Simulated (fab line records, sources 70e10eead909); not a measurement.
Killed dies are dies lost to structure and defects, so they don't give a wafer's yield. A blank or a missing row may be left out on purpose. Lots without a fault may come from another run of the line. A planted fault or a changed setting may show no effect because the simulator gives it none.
Chamber matching | flow nand_harc | NHARC_P_M0_DESCUM_14 on rie_diel-02: 4 sister chambers
The step chemistry O2, time 3 s. 27 wafers are shown with their chamber, then 12 later ones without.

WAFERS WITH THEIR CHAMBER
wafer  | chamber | oes_product_au (a.u.) | rf_vpp_V (V) | throttle_valve_pct (%)
L075.2 | 2       | 1.001                 | 59.9         | 11.309
L075.3 | 3       | 1.006                 | 58.1         | 11.322
L075.5 | 3       | 1.000                 | 57.5         | 11.316
L076.2 | 0       | 1.012                 | 58.1         | 11.302
L076.5 | 1       | 1.005                 | 59.0         | 11.318
L076.6 | 0       | 1.006                 | 59.0         | 11.311
L077.2 | 2       | 0.996                 | 58.2         | 11.302
L077.3 | 1       | 1.013                 | 56.6         | 11.304
L077.5 | 3       | 1.002                 | 57.2         | 11.312
L081.1 | 2       | 1.003                 | 59.1         | 11.305
L081.4 | 3       | 0.998                 | 57.9         | 11.302
L081.6 | 1       | 1.007                 | 56.8         | 11.320
L082.2 | 2       | 1.007                 | 59.6         | 11.315
L082.3 | 3       | 1.008                 | 56.0         | 11.298
L082.4 | 0       | 1.004                 | 58.0         | 11.311
L083.1 | 2       | 1.004                 | 57.9         | 11.317
L083.2 | 3       | 1.005                 | 57.0         | 11.308
L083.5 | 0       | 1.010                 | 57.9         | 11.307
L087.1 | 2       | 0.999                 | 57.8         | 11.309
L087.3 | 1       | 1.018                 | 57.4         | 11.316
L087.5 | 0       | 1.003                 | 58.8         | 11.308
L088.1 | 1       | 1.008                 | 58.6         | 11.306
L088.2 | 2       | 1.014                 | 57.4         | 11.305
L088.4 | 3       | 0.999                 | 58.1         | 11.306
L086.3 | 2       | 0.998                 | 57.8         | 11.314
L086.5 | 2       | 0.998                 | 59.2         | 11.311
L086.6 | 0       | 1.014                 | 56.7         | 11.310

SIGNATURES (means of the wafers above)
reading            | chamber 0 | chamber 1 | chamber 2 | chamber 3 | scatter within a chamber
oes_product_au     | 1.00817   | 1.01020   | 1.00222   | 1.00257   | 0.00489
rf_vpp_V           | 58.083    | 57.680    | 58.544    | 57.400    | 0.884
throttle_valve_pct | 11.30817  | 11.31280  | 11.30967  | 11.30914  | 0.0062
Rule: a wafer's distance from a chamber is the root of the sum, over the readings, of the square of ((its reading less the chamber's mean) divided by the reading's scatter). The wafer belongs to the nearest chamber; if the next one is less than 2 further off, it can't be placed. The scatter: the root of (the sum of the squares of (reading less its chamber's mean) over the shown wafers, divided by (wafers less chambers)).

WAFERS WITHOUT THEIR CHAMBER
wafer  | oes_product_au (a.u.) | rf_vpp_V (V) | throttle_valve_pct (%)
L090.1 | 1.003                 | 57.7         | 11.306
L090.4 | 1.011                 | 59.6         | 11.296
L090.6 | 1.011                 | 58.3         | 11.308
L091.1 | 1.006                 | 56.7         | 11.309
L091.2 | 1.003                 | 57.7         | 11.322
L091.3 | 1.009                 | 58.4         | 11.322
L094.2 | 1.003                 | 59.2         | 11.315
L094.4 | 1.013                 | 56.3         | 11.304
L094.6 | 1.013                 | 57.7         | 11.303
L095.2 | 1.004                 | 59.2         | 11.315
L095.5 | 0.993                 | 58.3         | 11.322
L095.6 | 0.981                 | 59.4         | 11.321

WHICH CHAMBER EACH WENT THROUGH
wafer  | from the rows above               | in truth
L090.1 | can't be placed: 3 or 2 or 0 or 1 | 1
L090.4 | can't be placed: 0 or 2 or 1 or 3 | 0
L090.6 | can't be placed: 0 or 1 or 2 or 3 | 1
L091.1 | can't be placed: 3 or 1 or 0 or 2 | 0
L091.2 | can't be placed: 1 or 3 or 2 or 0 | 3
L091.3 | can't be placed: 1 or 0 or 2 or 3 | 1
L094.2 | can't be placed: 2 or 0 or 3 or 1 | 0
L094.4 | can't be placed: 1 or 0 or 3 or 2 | 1
L094.6 | can't be placed: 0 or 1 or 3 or 2 | 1
L095.2 | can't be placed: 2 or 0 or 1 or 3 | 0
L095.5 | can't be placed: 2 or 3 or 0 or 1 | 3
L095.6 | can't be placed: 2 or 3 or 0 or 1 | 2
Placed correctly: 0 of 12. Can't be placed from these rows: 12 (the true chamber is among the candidates in 12). Placed wrongly: 0.
